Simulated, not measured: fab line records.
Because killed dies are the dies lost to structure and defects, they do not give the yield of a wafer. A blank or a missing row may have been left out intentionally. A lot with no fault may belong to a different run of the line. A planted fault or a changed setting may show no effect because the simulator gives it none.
Which tool was responsible? ; flow n5 finfet ; 30 wafers from 10 lots sampled at 4 of the route's 1938 steps

## WHAT THE GAUGES SHOWED, per wafer
N5_BEOL_M4_RC_MEAS_101.
lot;measured;on;CJ_P;DIBL_N (mV/V);DIBL_P (mV/V);IOFF_N (nA/um);IOFF_P (nA/um);ION_N (uA/um);ION_P (uA/um);RS_NWELL (ohm/sq);SS_N (mV/dec);SS_P (mV/dec);VT_N (mV);VT_P (mV)
L385;day 8 01:31;prober-01;5.93 6.12 5.69;35.5 36.4 35.7;35.5 36.6 34.9;0.14 0.15 0.14;0.18 0.20 0.18;657 674 666;448 464 456;1037 1021 1037;71.7 71.3 70.9;72.8 73.2 73.1;253 254 250;-254 -251 -251
L386;day 9 00:19;prober-02;5.49 5.88 5.43;37.7 36.5 36.5;37.5 35.6 36.0;0.18 0.16 0.16;0.22 0.19 0.19;674 666 676;463 456 453;1035 1030 1040;71.6 71.3 71.7;73.8 73.2 73.5;250 250 250;-249 -252 -252
L387;day 8 18:03;prober-02;5.87 5.84 5.54;35.1 37.2 37.5;33.9 36.8 35.1;0.13 0.17 0.17;0.15 0.19 0.16;653 682 677;449 455 451;1045 1050 1049;70.7 71.6 71.5;73.5 73.1 73.5;251 251 248;-257 -255 -256
L389;day 9 03:32;prober-02;5.61 5.81 5.83;37.5 40.4 37.1;38.3 42.5 38.5;0.17 0.24 0.16;0.21 0.28 0.21;668 691 678;460 463 461;1027 1047 1041;71.6 72.7 72.3;73.6 75.5 73.6;250 242 250;-252 -248 -251
L390;day 9 05:38;prober-02;5.79 6.01 5.74;38.0 35.7 37.3;40.4 36.3 39.3;0.20 0.16 0.18;0.27 0.20 0.26;687 670 671;469 464 463;1036 1035 1029;72.1 71.7 72.3;73.6 72.8 73.7;244 248 248;-246 -251 -248
L392;day 9 08:10;prober-01;5.75 5.82 5.38;36.3 35.7 37.0;36.9 35.5 37.6;0.17 0.14 0.17;0.23 0.21 0.25;685 662 676;471 460 467;1040 1038 1052;71.0 71.5 71.1;73.6 73.7 72.9;245 250 248;-246 -250 -246
L397;day 11 00:52;prober-01;5.72 5.83 5.82;37.7 34.9 36.2;38.5 36.7 37.5;0.19 0.14 0.16;0.26 0.21 0.23;688 677 677;475 466 461;1045 1035 1039;72.3 70.8 72.2;73.5 73.7 72.3;248 253 248;-245 -249 -246
L398;day 11 09:40;prober-02;5.78 5.33 5.69;34.9 35.7 36.9;35.1 34.9 37.2;0.13 0.14 0.17;0.16 0.16 0.19;673 672 686;455 454 459;1029 1028 1032;70.6 71.3 71.6;73.0 73.2 74.1;251 253 250;-256 -256 -251
L400;day 11 17:23;prober-01;3.93 3.66 3.83;37.3 37.9 37.8;37.5 36.3 36.2;0.18 0.20 0.18;0.27 0.24 0.23;676 685 681;468 470 468;1023 1015 1026;71.6 71.9 71.8;73.8 73.6 72.7;246 246 247;-247 -250 -249
L401;day 11 13:01;prober-01;3.81 4.11 3.91;36.7 37.6 36.9;37.8 38.0 37.0;0.14 0.18 0.15;0.22 0.22 0.19;664 671 660;456 459 458;1016 1004 1014;71.6 72.4 71.9;73.6 73.3 72.9;251 248 252;-252 -250 -252

## WHICH TOOL RAN EACH LOT (tool, then ch and the chambers of the sampled wafers, then the start)
lot;N5_WELL_APT_IMPLANT_15;N5_BEOL_M4_SPUTTER_81;N5_BEOL_M4_ANNEAL_51
L385;implanter-02 ch 0, day 1 14:11;pvd sputter-03, day 7 22:42;rtp anneal-02 ch 0, day 8 00:19
L386;implanter-01 ch 0, day 1 20:25;pvd sputter-03, day 8 21:34;rtp anneal-02 ch 0, day 8 23:10
L387;implanter-01 ch 0, day 2 02:45;pvd sputter-03, day 8 15:19;rtp anneal-02 ch 0, day 8 16:55
L389;implanter-02 ch 0, day 2 14:39;pvd sputter-02, day 9 00:58;rtp anneal-02 ch 0, day 9 02:32
L390;implanter-01 ch 0, day 2 20:32;pvd sputter-02, day 9 02:51;rtp anneal-01 ch 0, day 9 04:28
L392;implanter-01 ch 0, day 3 08:31;pvd sputter-01, day 9 05:44;rtp anneal-02 ch 0, day 9 07:15
L397;implanter-02 ch 0, day 4 14:03;pvd sputter-03, day 10 22:27;rtp anneal-02 ch 0, day 10 23:58
L398;implanter-01 ch 0, day 4 20:07;pvd sputter-02, day 11 07:14;rtp anneal-02 ch 0, day 11 08:45
L400;implanter-01 ch 0, day 5 08:16;pvd sputter-03, day 11 14:39;rtp anneal-02 ch 0, day 11 16:15
L401;implanter-01 ch 0, day 5 14:47;pvd sputter-01, day 11 10:21;rtp anneal-01 ch 0, day 11 11:59
- N5_WELL_APT_IMPLANT_15
- N5_BEOL_M4_SPUTTER_81: material Cu, target thk 4.5 nm, time 8.29 s.
- N5_BEOL_M4_ANNEAL_51: time 90 s.

## WHAT THE TOOLS THEMSELVES READ (means of the sampled wafers that have a number; where no wafer has one, the mark that the record gives instead)
N5_BEOL_M4_SPUTTER_81.
lot;tool;throttle valve pct (%)
L385;pvd sputter-03;29.5
L386;pvd sputter-03;28.8
L387;pvd sputter-03;30.8
L389;pvd sputter-02;29.7
L390;pvd sputter-02;29.9
L392;pvd sputter-01;30.2
L397;pvd sputter-03;29.0
L398;pvd sputter-02;30.2
L400;pvd sputter-03;29.6
L401;pvd sputter-01;29.4

N5_BEOL_M4_ANNEAL_51.
lot;tool;wafer_temp_C_max
L385;rtp anneal-02;226.5
L386;rtp anneal-02;226.5
L387;rtp anneal-02;226.6
L389;rtp anneal-02;226.2
L390;rtp anneal-01;225.8
L392;rtp anneal-02;226.7
L397;rtp anneal-02;226.2
L398;rtp anneal-02;226.4
L400;rtp anneal-02;226.3
L401;rtp anneal-01;225.8

## THE ANSWER, worked out from the rows above alone
Rule: the lots themselves supply what counts as usual. Put in order of their means at a reading, lots are off if they are a third of the lots or fewer, leave a main group of 4 or more, and stand apart from it by a gap of 3 or more times the standard deviation of the main group's means; of several such gaps the widest counts. A main group whose means are all the same, to the digits that the tables above print for the reading, isn't used. Also off: a lot with no number at a reading for which 4 or more lots have one. The other lots that the step has rows for count as sound. First the gauges in route order, then the tools' own readings, where a lot's mean is used as printed above. The first step at which some lot is off is used, and at that step the reading that is off furthest; a lot without a number counts as furthest.
Off: L400, L401, at N5_BEOL_M4_RC_MEAS_101 (CJ_P). The main group: mean 5.74, standard deviation 0.11.
A tool fits if, at a process step before that reading, it ran every lot that is off, and no sound lot after the first of them. Gauges at N5_BEOL_M4_RC_MEAS_101: tried the same way as those tools. 2 tools fit, implanter-01 at N5_WELL_APT_IMPLANT_15 and prober-01 at N5_BEOL_M4_RC_MEAS_101, so this cannot tell which one it is.

## WHAT THE SIMULATOR PUT IN
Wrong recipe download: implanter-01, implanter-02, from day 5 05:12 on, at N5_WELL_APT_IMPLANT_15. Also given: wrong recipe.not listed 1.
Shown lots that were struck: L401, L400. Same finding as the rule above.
